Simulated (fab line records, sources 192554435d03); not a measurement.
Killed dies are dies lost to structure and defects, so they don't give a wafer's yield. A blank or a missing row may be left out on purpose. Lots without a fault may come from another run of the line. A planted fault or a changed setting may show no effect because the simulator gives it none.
fab line records | flow n5_finfet
record lots=5 wafers=15 last_day=18
route steps=1938 shown BEOL_M10@1473
lots that met no fault: from a run of the same line without faults
start_h: hours from the record's first day to the start of the lot's first wafer shown | wait_h: hours since the lot's step before | " the same as in the row above | L1.1+2: a row that stands for several wafers | - no value, or no start given | * or withheld: withheld | < > ~ a bound
route shown NAME@n: a module of which the file shows steps, and the number in the route of the first | usual: mean/standard deviation of fault-free wafers | same: alike in all rows | chamber/n: place in a boat | sites: the reading at each site | _std_site: their standard deviation | _edge_site: outer sites' mean less inner sites' | radius_mm: how far each site lies from the wafer's centre | mask NAME#n: copy n | behind: the tool/chamber that last shaped the wafer | hold: why the lot was held/for how many hours/how that ended | device: the transistor (n, p or np) that didn't switch | end of line: the same wafers' tests at the end of the route | a step without rows: its recipe alone | killed: dies lost to structure and defects at the first sort, not the wafer's yield | map: a wafer's dies, x killed, . not, _ none there
set.NAME: the setting as run; set.NAME@STEP: as run at that earlier step | model.NAME: the simulator's own value behind a step, which no gauge read
lots at some steps of the route; a table a step, a row a wafer
services: from which hour (start_h, from the record's first day; less than 0 if before it) a tool's chamber was out of use, for how many hours, and why
## steps
# step N5_BEOL_M10_PECVD_70
# recipe material=SiO2 target_thk_a=200 temp_c=400 precursor=TEOS/O2 pressure_torr=5.5 rf_w=450 teos_flow_sccm=53.8 gas=O2 flow_sccm=3000 time_s=22.7
# usual heater_power_outer_w=425/73 heater_power_w=714/97 showerhead_plenum_p_Torr=8.78/0.069 susceptor_temp_C=400.00/0.21 throttle_valve_pct=22.2/0.59
# columns lot.wafer tool chamber start_h wait_h heater_power_outer_w heater_power_w showerhead_plenum_p_Torr susceptor_temp_C throttle_valve_pct
L076.1 pecvd-02 0 251.50 0.0 462 792 8.79 399.86 22.4
L076.5 " 0 " " 463 796 8.79 400.26 22.2
L076.6 " 2 " " 388 735 8.81 400.36 21.9
L082.1 pecvd-03 2 277.15 0.0 378 611 8.78 399.80 21.3
L082.2 " 0 " " 373 597 8.78 399.88 22.2
L082.5 " 1 " " 360 639 8.66 399.96 23.0
L083.1 pecvd-01 2 285.88 0.0 368 665 8.82 399.72 22.0
L083.2 " 0 " " 380 679 8.88 400.23 21.2
L083.3 " 1 " " 457 770 8.87 400.03 21.1
L088.4 pecvd-03 2 315.81 0.1 410 658 8.77 400.12 21.3
L088.5 " 0 " " 439 693 8.75 399.71 22.6
L088.6 " 1 " " 473 751 8.64 400.13 23.3
L096.1 pecvd-02 2 369.13 0.0 392 710 8.81 399.74 22.3
L096.2 " 0 " " 445 772 8.77 399.97 22.2
L096.3 " 1 " " 505 786 8.87 399.96 21.9
# step N5_BEOL_M10_HM_DEP_02
# recipe material=TiN target_thk_a=200 temp_c=25 chamber_pressure_pa=0.49996
# usual susceptor_temp_C=25.01/0.093 throttle_valve_pct=30.2/0.98
# columns lot.wafer tool chamber start_h wait_h susceptor_temp_C throttle_valve_pct
L076.1 pvd_sputter-02 - 255.02 3.5 25.00 31.9
L076.5 " - " " 24.97 30.2
L076.6 " - " " 24.93 29.4
L082.1 pvd_sputter-01 - 278.50 1.3 25.20 30.4
L082.2 " - " " 25.12 30.1
L082.5 " - " " 24.98 31.9
L083.1 pvd_sputter-03 - 286.42 0.5 25.11 30.4
L083.2 " - " " 25.16 31.3
L083.3 " - " " 24.94 29.5
L088.4 pvd_sputter-03 - 317.08 1.3 24.97 30.6
L088.5 " - " " 25.03 30.6
L088.6 " - " " 24.76 29.0
L096.1 pvd_sputter-02 - 370.51 1.4 24.90 30.0
L096.2 " - " " 25.02 29.9
L096.3 " - " " 24.91 31.8
# step N5_BEOL_M10_COAT_59
# recipe resist=SOC temp_c=250 time_s=60 spin_rpm=1500 resist_thk_nm=100
# columns lot.wafer tool chamber start_h wait_h
L076.1+5+6 litho_track-04 0 255.14 0.1
L082.1+2+5 litho_track-03 0 278.63 0.1
L083.1+2+3 litho_track-03 0 286.55 0.1
L088.4+5+6 litho_track-04 0 317.21 0.1
L096.1+2+3 litho_track-03 0 370.64 0.1
# step N5_BEOL_M10_COAT_60
# recipe resist=SiARC temp_c=220 time_s=60 spin_rpm=1500 resist_thk_nm=30
# columns lot.wafer tool chamber start_h wait_h
L076.1+5+6 litho_track-04 0 - -
L082.1+2+5 litho_track-03 0 - -
L083.1+2+3 litho_track-03 0 - -
L088.4+5+6 litho_track-04 0 - -
L096.1+2+3 litho_track-03 0 - -
# step N5_BEOL_M10_COAT_05
# recipe resist=CAR-ArF spin_rpm=1500 resist_thk_nm=90
# columns lot.wafer tool chamber start_h wait_h
L076.1+5+6 litho_track-04 0 - -
L082.1+2+5 litho_track-03 0 - -
L083.1+2+3 litho_track-03 0 - -
L088.4+5+6 litho_track-04 0 - -
L096.1+2+3 litho_track-03 0 - -
# step N5_BEOL_M10_EBR_07
# recipe solvent=PGMEA ebr_width_mm=1.5
# columns lot.wafer tool chamber start_h wait_h
L076.1+5+6 litho_track-04 0 - -
L082.1+2+5 litho_track-03 0 - -
L083.1+2+3 litho_track-03 0 - -
L088.4+5+6 litho_track-04 0 - -
L096.1+2+3 litho_track-03 0 - -
# step N5_BEOL_M10_SOFTBAKE_06
# recipe temp_c=110 time_s=60 resist=CAR-ArF
# columns lot.wafer tool chamber start_h wait_h
L076.1+5+6 litho_track-04 0 - -
L082.1+2+5 litho_track-03 0 - -
L083.1+2+3 litho_track-03 0 - -
L088.4+5+6 litho_track-04 0 - -
L096.1+2+3 litho_track-03 0 - -
# step N5_BEOL_M10_EXPOSE_08
# recipe mask_id=M10 na=1.35 source_shape=dipole sigma_inner=0.411 sigma_outer=0.611 polarization=te dose_mj=53.75
# same na=1.35
# columns lot.wafer tool chamber start_h wait_h mask
L076.1+5+6 arfi_scanner-01 0 255.39 - M10#0
L082.1+2+5 arfi_scanner-01 0 278.75 - M10#0
L083.1+2+3 arfi_scanner-03 0 286.79 - M10#0
L088.4+5+6 arfi_scanner-02 0 317.47 - M10#0
L096.1+2+3 arfi_scanner-02 0 370.88 - M10#0
# step N5_BEOL_M10_PEB_09
# recipe peb_temp_c=withheld peb_time_s=60 resist=CAR-ArF
# columns lot.wafer tool chamber start_h wait_h
L076.1+5+6 litho_track-03 0 255.45 0.1
L082.1+2+5 litho_track-03 0 278.81 0.1
L083.1+2+3 litho_track-04 0 286.85 0.1
L088.4+5+6 litho_track-04 0 317.52 0.0
L096.1+2+3 litho_track-04 0 370.94 0.1
# step N5_BEOL_M10_DEVELOP_10
# recipe develop_time_s=30 developer=TMAH resist=CAR-ArF rinse_liquid=diw dry=air_spin dev_temp_c=23
# usual developer_temp_C=23.02/0.1
# columns lot.wafer tool chamber start_h wait_h developer_temp_C
L076.1 litho_track-03 0 - - 23.07
L076.5 " 0 " " 22.79
L076.6 " 0 " " 22.92
L082.1 litho_track-03 0 - - 22.97
L082.2 " 0 " " 23.16
L082.5 " 0 " " 23.17
L083.1 litho_track-04 0 - - 22.97
L083.2 " 0 " " 22.90
L083.3 " 0 " " 23.17
L088.4 litho_track-04 0 - - 22.87
L088.5 " 0 " " 22.94
L088.6 " 0 " " 23.14
L096.1 litho_track-04 0 - - 22.91
L096.2 " 0 " " 23.26
L096.3 " 0 " " 23.19
# step N5_BEOL_M10_CD_MEAS_11
# recipe target_cd_nm=64.1 landing_energy_ev=500 detector=se_inlens polarity=opening
# usual cd_nm=64.8/0.65
# same landing_energy_ev=500
# columns lot.wafer tool chamber start_h wait_h cd_nm
L076.1 cd_sem-01 0 255.51 - 65.6
L076.5 " 0 " " 64.9
L076.6 " 0 " " 66.1
L082.1 cd_sem-01 0 278.87 - 65.1
L082.2 " 0 " " 64.1
L082.5 " 0 " " 65.9
L083.1 cd_sem-01 0 286.93 - 65.5
L083.2 " 0 " " 64.4
L083.3 " 0 " " 65.5
L088.4 cd_sem-02 0 317.58 - 66.1
L088.5 " 0 " " 65.0
L088.6 " 0 " " 66.1
L096.1 cd_sem-03 0 371.01 - 64.3
L096.2 " 0 " " 64.9
L096.3 " 0 " " 65.2
# step N5_BEOL_M10_OVL_MEAS_12
# recipe points_per_wafer=44
# usual M10_OVL=-0.4/0.86
# columns lot.wafer tool chamber start_h wait_h M10_OVL[nm]
L076.1 overlay-01 0 255.54 0.0 0.1
L076.5 " 0 " " -0.6
L076.6 " 0 " " -0.5
L082.1 overlay-02 0 278.90 0.0 -0.7
L082.2 " 0 " " -0.3
L082.5 " 0 " " -0.3
L083.1 overlay-01 0 286.96 0.0 1.4
L083.2 " 0 " " 1.2
L083.3 " 0 " " 2.2
L088.4 overlay-02 0 317.61 0.0 -1.8
L088.5 " 0 " " -0.7
L088.6 " 0 " " 0.2
L096.1 overlay-02 0 371.04 0.0 -0.8
L096.2 " 0 " " -1.2
L096.3 " 0 " " -1.8
# step N5_BEOL_M10_INSPECT_13
# recipe mode=adi inspect_instrument=brightfield
# usual raw_defect_count=388/89
# columns lot.wafer tool chamber start_h wait_h raw_defect_count
L076.1 defect_inspect-02 - 255.57 0.0 463
L076.5 " - " " 543
L076.6 " - " " 415
L082.1 defect_inspect-01 - 278.93 0.0 474
L082.2 " - " " 580
L082.5 " - " " 575
L083.1 defect_inspect-02 - 286.98 0.0 355
L083.2 " - " " 360
L083.3 " - " " 507
L088.4 defect_inspect-02 - 317.64 0.0 309
L088.5 " - " " 274
L088.6 " - " " 341
L096.1 defect_inspect-02 - 371.06 0.0 343
L096.2 " - " " 355
L096.3 " - " " 435
# step N5_BEOL_M10_DESCUM_16
# recipe chemistry=O2 time_s=7.9 source_power_w=50 bias_power_w=20 pressure_mtorr=20 rf_frequency_hz=2.712e+07 temp_c=40 resist=CAR-ArF o2_flow_sccm=225
# usual drypump_motor_current_A=5.7/0.39 oes_product_au=0.85/0.078 rf_vpp_V=243.6/1.3 showerhead_plenum_p_Torr=2.12/0.058 throttle_valve_pct=20.35/0.18
# columns lot.wafer tool chamber start_h wait_h drypump_motor_current_A oes_product_au rf_hours_counter_h rf_vpp_V showerhead_plenum_p_Torr throttle_valve_pct
L076.1 rie_diel-04 2 256.12 0.6 5.8 0.79 136 243.9 2.20 20.60
L076.5 " 2 " " 5.8 0.79 - 242.4 2.20 20.59
L076.6 " 1 " " 5.4 1.00 - 244.5 2.15 20.24
L082.1 rie_diel-04 3 278.96 0.0 5.4 1.00 1 243.7 2.05 20.41
L082.2 " 0 " " 5.3 0.86 29 244.4 2.15 20.41
L082.5 " 1 " " 5.4 0.95 - 244.1 2.14 20.26
L083.1 rie_diel-06 2 287.37 0.4 6.4 0.86 49 244.8 2.14 20.40
L083.2 " 3 " " 5.7 0.84 58 243.3 2.11 20.05
L083.3 " 0 " " 5.3 0.66 245 241.5 1.97 20.52
L088.4 rie_diel-05 1 317.91 0.3 6.1 0.82 87 243.8 2.13 20.24
L088.5 " 1 " " 6.1 0.83 - 243.7 2.13 20.25
L088.6 " 0 " " 5.4 0.83 - 243.0 2.04 20.51
L096.1 rie_diel-04 1 371.10 0.0 5.4 0.89 47 244.5 2.13 20.31
L096.2 " 0 " " 5.3 0.83 57 244.3 2.14 20.45
L096.3 " 3 " " 5.4 0.88 36 242.5 2.04 20.46
# step N5_BEOL_M10_ETCH_61
# recipe chemistry=CF4 target=SiARC target_depth_a=390 mask_material=CAR-ArF time_s=65 ion_energy_ev=80 pressure_mtorr=40 source_w=545 bias_w=36 Ar_flow_sccm=100 cf4_flow_sccm=100 ends=cleared
# usual drypump_motor_current_A=5.7/0.4 etch_rf_on_time_s=64.6/1.9 oes_product_au=0.72/0.068 rf_vpp_V=184.4/1.1 showerhead_plenum_p_Torr=2.17/0.056 throttle_valve_pct=15.50/0.18
# columns lot.wafer tool chamber start_h wait_h drypump_motor_current_A etch_rf_on_time_s oes_product_au rf_hours_counter_h rf_vpp_V showerhead_plenum_p_Torr throttle_valve_pct
L076.1 rie_diel-04 2 256.16 0.0 5.8 64.6 0.67 136 184.5 2.24 15.78
L076.5 " 2 " " 5.9 65.5 0.67 - 185.6 2.24 15.78
L076.6 " 1 " " 5.3 64.1 0.85 - 184.5 2.19 15.33
L082.1 rie_diel-04 3 279.00 0.0 5.3 61.8 0.85 1 184.3 2.11 15.52
L082.2 " 0 " " 5.3 64.2 0.76 29 184.3 2.18 15.50
L082.5 " 1 " " 5.4 63.9 0.81 - 186.0 2.19 15.36
L083.1 rie_diel-06 2 287.41 0.0 6.4 65.8 0.75 49 183.3 2.16 15.35
L083.2 " 3 " " 5.7 63.3 0.71 58 183.4 2.17 15.34
L083.3 " 0 " " 5.3 68.0 0.55 245 183.1 2.05 15.90
L088.4 rie_diel-05 1 317.95 0.0 6.1 63.6 0.70 87 182.9 2.17 15.37
L088.5 " 1 " " 6.1 64.2 0.69 - 184.2 2.17 15.37
L088.6 " 0 " " 5.4 69.5 0.68 - 183.7 2.08 15.50
L096.1 rie_diel-04 1 371.13 0.0 5.4 64.1 0.75 47 183.1 2.17 15.42
L096.2 " 0 " " 5.3 63.2 0.73 57 184.0 2.17 15.58
L096.3 " 3 " " 5.3 62.2 0.77 36 184.4 2.10 15.61
# step N5_BEOL_M10_ETCH_62
# recipe chemistry=N2/H2 target=SOC target_depth_a=1100 overetch_a=220 mask_material=SiARC temp_c=40 time_s=165 ion_energy_ev=200 pressure_mtorr=30 source_w=840 bias_w=150 n2_flow_sccm=200 h2_flow_sccm=200
# usual drypump_motor_current_A=5.7/0.4 oes_product_au=0.71/0.063 rf_vpp_V=524.7/2 showerhead_plenum_p_Torr=2.57/0.067 throttle_valve_pct=17.71/0.22
# columns lot.wafer tool chamber start_h wait_h drypump_motor_current_A oes_product_au rf_hours_counter_h rf_vpp_V showerhead_plenum_p_Torr throttle_valve_pct
L076.1 rie_diel-04 2 256.21 0.0 5.9 0.66 136 527.1 2.64 17.79
L076.5 " 2 " " 5.9 0.67 - 526.9 2.64 17.80
L076.6 " 1 " " 5.4 0.84 - 524.9 2.63 17.86
L082.1 rie_diel-04 3 279.05 0.0 5.3 0.81 1 522.9 2.49 17.64
L082.2 " 0 " " 5.4 0.75 29 525.8 2.58 17.62
L082.5 " 1 " " 5.4 0.79 - 525.0 2.62 17.86
L083.1 rie_diel-06 2 287.46 0.0 6.4 0.75 50 523.9 2.57 17.46
L083.2 " 3 " " 5.7 0.70 58 525.2 2.59 17.56
L083.3 " 0 " " 5.3 0.57 245 520.4 2.38 17.85
L088.4 rie_diel-05 1 318.00 0.0 6.1 0.68 87 525.7 2.57 17.52
L088.5 " 1 " " 6.1 0.68 - 525.2 2.57 17.49
L088.6 " 0 " " 5.4 0.71 - 522.1 2.49 17.95
L096.1 rie_diel-04 1 371.18 0.0 5.4 0.73 47 524.5 2.60 17.95
L096.2 " 0 " " 5.3 0.72 58 525.3 2.56 17.66
L096.3 " 3 " " 5.4 0.74 36 520.8 2.47 17.71
# step N5_BEOL_M10_STRIP_68
# recipe chemistry=N2/H2 temp_c=40 n2_flow_sccm=200 h2_flow_sccm=200 rf_frequency_hz=6e+07
# columns lot.wafer tool chamber start_h wait_h
L076.1+5+6 rie_diel-04 2,2,1 256.34 0.1
L082.1+2+5 rie_diel-04 3,0,1 279.18 0.1
L083.1+2+3 rie_diel-06 2,3,0 287.59 0.1
L088.4+5+6 rie_diel-05 1,1,0 318.13 0.1
L096.1+2+3 rie_diel-04 1,0,3 371.32 0.1
# step N5_BEOL_M10_STRIP_67
# recipe chemistry=CF4 resist=SiARC power_w=300 bias_power_w=75 pressure_mtorr=50 cf4_flow_sccm=150 rf_frequency_hz=6e+07
# usual drypump_motor_current_A=5.7/0.4 oes_product_au=0.84/0.074 rf_vpp_V=271.6/1.3 showerhead_plenum_p_Torr=1.82/0.049 throttle_valve_pct=13.47/0.19
# columns lot.wafer tool chamber start_h wait_h drypump_motor_current_A oes_product_au rf_hours_counter_h rf_vpp_V showerhead_plenum_p_Torr throttle_valve_pct
L076.1 rie_diel-04 2 256.35 0.0 5.8 0.78 137 272.7 1.88 13.78
L076.5 " 2 " " 5.8 0.79 - 273.3 1.88 13.77
L076.6 " 1 " " 5.4 0.98 - 272.5 1.85 13.32
L082.1 rie_diel-04 3 279.19 0.0 5.3 0.97 1 271.6 1.78 13.47
L082.2 " 0 " " 5.3 0.89 29 273.3 1.82 13.41
L082.5 " 1 " " 5.4 0.93 - 273.3 1.85 13.33
L083.1 rie_diel-06 2 287.60 0.0 6.4 0.88 50 271.8 1.82 13.32
L083.2 " 3 " " 5.7 0.83 58 271.5 1.83 13.34
L083.3 " 0 " " 5.3 0.67 246 269.1 1.70 13.85
L088.4 rie_diel-05 1 318.14 0.0 6.1 0.81 87 272.5 1.82 13.33
L088.5 " 1 " " 6.1 0.81 - 271.8 1.82 13.33
L088.6 " 0 " " 5.3 0.84 - 271.3 1.74 13.43
L096.1 rie_diel-04 1 371.33 0.0 5.4 0.86 47 271.8 1.83 13.42
L096.2 " 0 " " 5.3 0.84 58 270.8 1.81 13.48
L096.3 " 3 " " 5.3 0.86 36 270.8 1.77 13.55
# step N5_BEOL_M10_HM_OPEN_17
# recipe chemistry=Cl2/BCl3 target_depth_a=200 overetch_a=60 target=TiN mask_material=SOC ion_energy_ev=150 pressure_mtorr=10 icp_w=1000 bias_w=126 Cl2_flow_sccm=53.25 bcl3_flow_sccm=21.75 Ar_flow_sccm=25
# usual drypump_motor_current_A=5.63/0.26 oes_product_au=0.73/0.071 throttle_valve_pct=22.34/0.22
# columns lot.wafer tool chamber start_h wait_h drypump_motor_current_A oes_product_au rf_hours_counter_h throttle_valve_pct
L076.1 rie_metal-02 1 256.39 0.0 5.80 0.75 11 22.32
L076.5 " 0 " " 5.30 0.81 - 21.98
L076.6 " 1 " " 5.80 0.75 - 22.33
L082.1 rie_metal-02 0 279.23 0.0 5.30 0.80 3 22.00
L082.2 " 1 " " 5.79 0.76 13 22.30
L082.5 " 1 " " 5.79 0.76 - 22.31
L083.1 rie_metal-03 1 287.64 0.0 5.49 0.62 55 22.31
L083.2 " 0 " " 5.99 0.83 2 22.30
L083.3 " 0 " " 6.01 0.83 - 22.31
L088.4 rie_metal-02 1 318.21 0.1 5.80 0.73 - 22.32
L088.5 " 1 " " 5.80 0.73 - 22.30
L088.6 " 0 " " 5.30 0.75 - 22.04
L096.1 rie_metal-02 0 371.37 0.0 5.29 0.74 13 22.03
L096.2 " 1 " " 5.81 0.71 23 22.32
L096.3 " 0 " " 5.30 0.74 - 22.06
# step N5_BEOL_M10_STRIP_19
# recipe chemistry=O2 power_w=400 temp_c=40 pressure_mtorr=30 rf_frequency_hz=6e+07 bias_power_w=0 overash_fraction=0.2 o2_flow_sccm=225
# usual drypump_motor_current_A=5.7/0.39 oes_product_au=0.84/0.081 rf_vpp_V=3.6/0.62 showerhead_plenum_p_Torr=2.13/0.058 throttle_valve_pct=16.56/0.18
# columns lot.wafer tool chamber start_h wait_h drypump_motor_current_A oes_product_au rf_hours_counter_h rf_vpp_V showerhead_plenum_p_Torr throttle_valve_pct
L076.1 rie_diel-05 1 256.51 0.1 6.1 0.86 59 3.6 2.14 16.40
L076.5 " 0 " " 5.4 0.87 - 4.3 2.06 16.62
L076.6 " 2 " " 5.7 0.74 - 4.0 2.19 16.73
L082.1 rie_diel-05 1 279.37 0.1 6.1 0.84 69 3.2 2.14 16.41
L082.2 " 2 " " 5.7 0.74 160 4.5 2.18 16.74
L082.5 " 2 " " 5.7 0.73 - 3.3 2.18 16.72
L083.1 rie_diel-04 0 287.76 0.1 5.3 0.86 32 4.5 2.15 16.66
L083.2 " 3 " " 5.3 0.96 4 2.2 2.06 16.58
L083.3 " 2 " " 5.8 0.78 150 3.2 2.20 16.85
L088.4 rie_diel-05 2 318.29 0.1 5.7 0.72 177 3.5 2.18 16.75
L088.5 " 1 " " 6.1 0.83 - 3.0 2.13 16.46
L088.6 " 0 " " 5.3 0.82 - 6.3 2.05 16.67
L096.1 rie_diel-04 1 371.56 0.2 5.4 0.90 47 4.8 2.13 16.50
L096.2 " 0 " " 5.3 0.84 58 3.5 2.14 16.69
L096.3 " 3 " " 5.3 0.89 36 3.0 2.04 16.62
# step N5_BEOL_M10_CD_MEAS_18
# recipe pitch_nm=140 target_cd_nm=70
# usual cd_nm=70.5/0.72
# columns lot.wafer tool chamber start_h wait_h cd_nm
L076.1 cd_sem-03 - 256.59 0.1 71.0
L076.5 " - " " 70.6
L076.6 " - " " 71.2
L082.1 cd_sem-02 - 279.44 0.0 71.3
L082.2 " - " " 70.5
L082.5 " - " " 71.9
L083.1 cd_sem-01 - 287.83 0.0 71.2
L083.2 " - " " 69.9
L083.3 " - " " 70.7
L088.4 cd_sem-01 - 318.37 0.1 71.6
L088.5 " - " " 70.9
L088.6 " - " " 72.2
L096.1 cd_sem-03 - 371.63 0.0 70.9
L096.2 " - " " 71.6
L096.3 " - " " 71.1
# step N5_BEOL_M10_COAT_63
# recipe resist=SOC temp_c=250 time_s=60 spin_rpm=1500 resist_thk_nm=100
# columns lot.wafer tool chamber start_h wait_h
L076.1+5+6 litho_track-01 0 258.14 1.5
L082.1+2+5 litho_track-03 0 279.48 0.0
L083.1+2+3 litho_track-04 0 288.39 0.6
L088.4+5+6 litho_track-01 0 319.92 1.5
L096.1+2+3 litho_track-03 0 374.16 2.5
# step N5_BEOL_M10_COAT_64
# recipe resist=SiARC temp_c=220 time_s=60 spin_rpm=1500 resist_thk_nm=30
# columns lot.wafer tool chamber start_h wait_h
L076.1+5+6 litho_track-01 0 - -
L082.1+2+5 litho_track-03 0 - -
L083.1+2+3 litho_track-04 0 - -
L088.4+5+6 litho_track-01 0 - -
L096.1+2+3 litho_track-03 0 - -
# step N5_BEOL_M10_COAT_22
# recipe resist=CAR-ArF spin_rpm=1500 resist_thk_nm=90
# columns lot.wafer tool chamber start_h wait_h
L076.1+5+6 litho_track-01 0 - -
L082.1+2+5 litho_track-03 0 - -
L083.1+2+3 litho_track-04 0 - -
L088.4+5+6 litho_track-01 0 - -
L096.1+2+3 litho_track-03 0 - -
# step N5_BEOL_M10_EBR_24
# recipe solvent=PGMEA ebr_width_mm=1.5
# columns lot.wafer tool chamber start_h wait_h
L076.1+5+6 litho_track-01 0 - -
L082.1+2+5 litho_track-03 0 - -
L083.1+2+3 litho_track-04 0 - -
L088.4+5+6 litho_track-01 0 - -
L096.1+2+3 litho_track-03 0 - -
# step N5_BEOL_M10_SOFTBAKE_23
# recipe temp_c=110 time_s=60 resist=CAR-ArF
# columns lot.wafer tool chamber start_h wait_h
L076.1+5+6 litho_track-01 0 - -
L082.1+2+5 litho_track-03 0 - -
L083.1+2+3 litho_track-04 0 - -
L088.4+5+6 litho_track-01 0 - -
L096.1+2+3 litho_track-03 0 - -
# step N5_BEOL_M10_EXPOSE_25
# recipe mask_id=V9 na=1.35 source_shape=annular sigma_inner=0.5 sigma_outer=0.8 polarization=unpolarized dose_mj=85.5
# same na=1.35
# columns lot.wafer tool chamber start_h wait_h mask
L076.1+5+6 arfi_scanner-03 0 258.38 - V9#0
L082.1+2+5 arfi_scanner-02 0 279.60 - V9#0
L083.1+2+3 arfi_scanner-02 0 288.51 - V9#0
L088.4+5+6 arfi_scanner-01 0 320.18 - V9#0
L096.1+2+3 arfi_scanner-03 0 374.40 - V9#0
# step N5_BEOL_M10_PEB_26
# recipe peb_temp_c=withheld peb_time_s=60 resist=CAR-ArF
# columns lot.wafer tool chamber start_h wait_h
L076.1+5+6 litho_track-04 0 258.44 0.1
L082.1+2+5 litho_track-01 0 279.66 0.1
L083.1+2+3 litho_track-03 0 288.57 0.1
L088.4+5+6 litho_track-01 0 320.23 0.0
L096.1+2+3 litho_track-03 0 374.46 0.1
# step N5_BEOL_M10_DEVELOP_27
# recipe develop_time_s=30 developer=TMAH resist=CAR-ArF rinse_liquid=diw dry=air_spin dev_temp_c=23
# usual developer_temp_C=22.99/0.1
# columns lot.wafer tool chamber start_h wait_h developer_temp_C
L076.1 litho_track-04 0 - - 22.95
L076.5 " 0 " " 23.13
L076.6 " 0 " " 23.00
L082.1 litho_track-01 0 - - 23.02
L082.2 " 0 " " 23.06
L082.5 " 0 " " 23.02
L083.1 litho_track-03 0 - - 23.05
L083.2 " 0 " " 23.07
L083.3 " 0 " " 22.94
L088.4 litho_track-01 0 - - 22.96
L088.5 " 0 " " 22.87
L088.6 " 0 " " 22.91
L096.1 litho_track-03 0 - - 22.95
L096.2 " 0 " " 22.93
L096.3 " 0 " " 22.83
# step N5_BEOL_M10_CD_MEAS_28
# recipe target_cd_nm=70 landing_energy_ev=500 detector=se_inlens polarity=opening
# usual cd_nm=70.8/1
# same landing_energy_ev=500
# columns lot.wafer tool chamber start_h wait_h cd_nm
L076.1 cd_sem-01 0 258.51 - 70.0
L076.5 " 0 " " 69.7
L076.6 " 0 " " 70.7
L082.1 cd_sem-01 0 279.73 - 70.9
L082.2 " 0 " " 69.5
L082.5 " 0 " " 72.1
L083.1 cd_sem-03 0 288.64 - 71.1
L083.2 " 0 " " 71.6
L083.3 " 0 " " 71.8
L088.4 cd_sem-03 0 320.29 - 71.3
L088.5 " 0 " " 69.1
L088.6 " 0 " " 70.3
L096.1 cd_sem-01 0 374.53 - 71.1
L096.2 " 0 " " 71.3
L096.3 " 0 " " 70.2
# step N5_BEOL_M10_OVL_MEAS_29
# recipe points_per_wafer=44
# usual V9_OVL=-0.2/0.75
# columns lot.wafer tool chamber start_h wait_h V9_OVL[nm]
L076.1 overlay-02 0 258.54 0.0 -0.4
L076.5 " 0 " " -1.4
L076.6 " 0 " " 0.0
L082.1 overlay-01 0 279.76 0.0 0.7
L082.2 " 0 " " 0.2
L082.5 " 0 " " 1.0
L083.1 overlay-02 0 288.67 0.0 -0.3
L083.2 " 0 " " 0.1
L083.3 " 0 " " -0.1
L088.4 overlay-01 0 320.32 0.0 -0.3
L088.5 " 0 " " 0.9
L088.6 " 0 " " -0.9
L096.1 overlay-01 0 374.56 0.0 -0.7
L096.2 " 0 " " 0.1
L096.3 " 0 " " 0.0
# step N5_BEOL_M10_INSPECT_30
# recipe mode=adi inspect_instrument=brightfield
# usual raw_defect_count=390/91
# columns lot.wafer tool chamber start_h wait_h raw_defect_count
L076.1 defect_inspect-01 - 258.56 0.0 493
L076.5 " - " " 544
L076.6 " - " " 463
L082.1 defect_inspect-01 - 279.78 0.0 472
L082.2 " - " " 544
L082.5 " - " " 591
L083.1 defect_inspect-01 - 288.69 0.0 364
L083.2 " - " " 365
L083.3 " - " " 511
L088.4 defect_inspect-02 - 320.35 0.0 343
L088.5 " - " " 272
L088.6 " - " " 350
L096.1 defect_inspect-01 - 374.59 0.0 359
L096.2 " - " " 371
L096.3 " - " " 445
# step N5_BEOL_M10_DESCUM_33
# recipe chemistry=O2 time_s=7.9 source_power_w=50 bias_power_w=20 pressure_mtorr=20 rf_frequency_hz=2.712e+07 temp_c=40 resist=CAR-ArF o2_flow_sccm=225
# usual drypump_motor_current_A=5.8/0.43 oes_product_au=0.84/0.084 rf_vpp_V=243.5/1.1 showerhead_plenum_p_Torr=2.12/0.061 throttle_valve_pct=20.33/0.19
# columns lot.wafer tool chamber start_h wait_h drypump_motor_current_A oes_product_au rf_hours_counter_h rf_vpp_V showerhead_plenum_p_Torr throttle_valve_pct
L076.1 rie_diel-04 1 258.60 0.0 5.4 1.00 2 244.6 2.15 20.24
L076.5 " 1 " " 5.4 0.99 - 244.8 2.15 20.23
L076.6 " 2 " " 5.8 0.79 - 244.3 2.20 20.62
L082.1 rie_diel-06 2 279.82 0.0 6.4 0.87 47 243.5 2.15 20.38
L082.2 " 0 " " 5.3 0.66 243 241.9 1.97 20.53
L082.5 " 2 " " 6.4 0.86 - 242.0 2.15 20.37
L083.1 rie_diel-05 2 289.06 0.4 5.7 0.73 165 243.8 2.18 20.48
L083.2 " 0 " " 5.4 0.84 53 243.8 2.05 20.47
L083.3 " 1 " " 6.1 0.85 74 242.7 2.13 20.24
L088.4 rie_diel-05 3 320.38 0.0 6.2 1.02 3 242.4 2.04 20.10
L088.5 " 1 " " 6.0 0.84 - 243.7 2.13 20.27
L088.6 " 0 " " 5.4 0.82 - 241.9 2.04 20.50
L096.1 rie_diel-06 1 374.72 0.1 6.5 0.85 64 241.3 2.12 20.09
L096.2 " 0 " " 5.4 0.95 17 245.8 2.23 20.26
L096.3 " 3 " " 5.7 0.81 85 243.5 2.10 20.10
## services
# columns tool chamber start_h hours kind
arfi_scanner-03 - 228.16 0.4 repair
rie_diel-05 3 242.46 40.9 repair
arfi_scanner-01 - 248.94 1.3 pm
rie_diel-04 1 252.29 3.0 repair
arfi_scanner-01 - 252.38 1.0 pm
arfi_scanner-01 - 253.38 1.0 pm
arfi_scanner-02 - 265.91 2.5 repair
arfi_scanner-03 - 272.84 1.0 pm
rie_diel-06 2 275.94 2.5 repair
arfi_scanner-02 - 276.96 1.0 pm
arfi_scanner-03 - 279.38 1.1 repair
arfi_scanner-03 - 281.56 1.3 pm
arfi_scanner-01 - 283.30 0.7 repair
arfi_scanner-02 - 285.31 1.3 pm
arfi_scanner-02 - 286.61 0.8 pm
arfi_scanner-01 - 308.66 4.9 pm
arfi_scanner-03 - 312.13 2.0 repair
arfi_scanner-03 - 317.63 0.8 pm
arfi_scanner-01 - 326.33 0.8 pm
arfi_scanner-02 - 327.54 3.9 pm
arfi_scanner-02 - 343.22 0.6 repair
arfi_scanner-01 - 349.54 3.1 pm
arfi_scanner-03 - 366.17 3.1 pm
arfi_scanner-02 - 371.64 1.0 pm
## key
fault none
